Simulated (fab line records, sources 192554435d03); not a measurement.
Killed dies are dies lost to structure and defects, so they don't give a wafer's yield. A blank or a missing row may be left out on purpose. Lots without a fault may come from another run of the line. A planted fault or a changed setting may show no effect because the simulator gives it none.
Which tool did it? | flow n5_finfet | 12 lots, 36 wafers sampled, at 1 step of a route of 1938

WHAT THE GAUGES READ, wafer by wafer
N5_BEOL_M4_CD_MEAS_28: target cd 26.2 nm, target cd y 24.1 nm.
lot  | measured     | on        | cd_nm (nm)
L077 | day 7 21:41  | cd_sem-01 | 26.19 26.51 25.91
L076 | day 8 05:59  | cd_sem-03 | 26.09 26.38 26.09
L079 | day 9 19:44  | cd_sem-01 | 26.27 26.12 26.37
L082 | day 10 01:16 | cd_sem-01 | 26.23 26.14 26.15
L083 | day 10 05:33 | cd_sem-03 | 26.23 26.05 26.42
L085 | day 10 15:59 | cd_sem-02 | 26.06 25.92 26.67
L088 | day 11 09:54 | cd_sem-03 | 26.28 26.23 26.30
L089 | day 11 12:38 | cd_sem-02 | 25.92 26.16 26.44
L091 | day 12 00:55 | cd_sem-02 | 26.00 26.20 26.43
L093 | day 13 00:21 | cd_sem-03 | 26.16 26.21 26.53
L094 | day 13 06:10 | cd_sem-03 | 26.18 26.38 26.09
L097 | day 14 23:46 | cd_sem-02 | 26.04 26.20 26.51

WHICH TOOL RAN EACH LOT (tool, then ch and the chambers of the sampled wafers, then the start)
The record holds no process step before these readings.

THE ANSWER, worked out from the rows above alone
Rule: what is usual is taken from the lots themselves. Put in order of their means at a reading, lots are off if they are a third of the lots or fewer, leave a main group of 4 or more, and stand apart from it by a gap of 3 or more times the standard deviation of the main group's means; of several such gaps the widest counts. A main group whose means are all the same, to the digits that the tables above print for the reading, isn't used. A lot without any number at a reading at which 4 lots or more have one is off too. The other lots that the step has rows for count as sound.
No lot is off at any reading shown: from this, nothing can be told.

WHAT THE SIMULATOR HAD PUT IN
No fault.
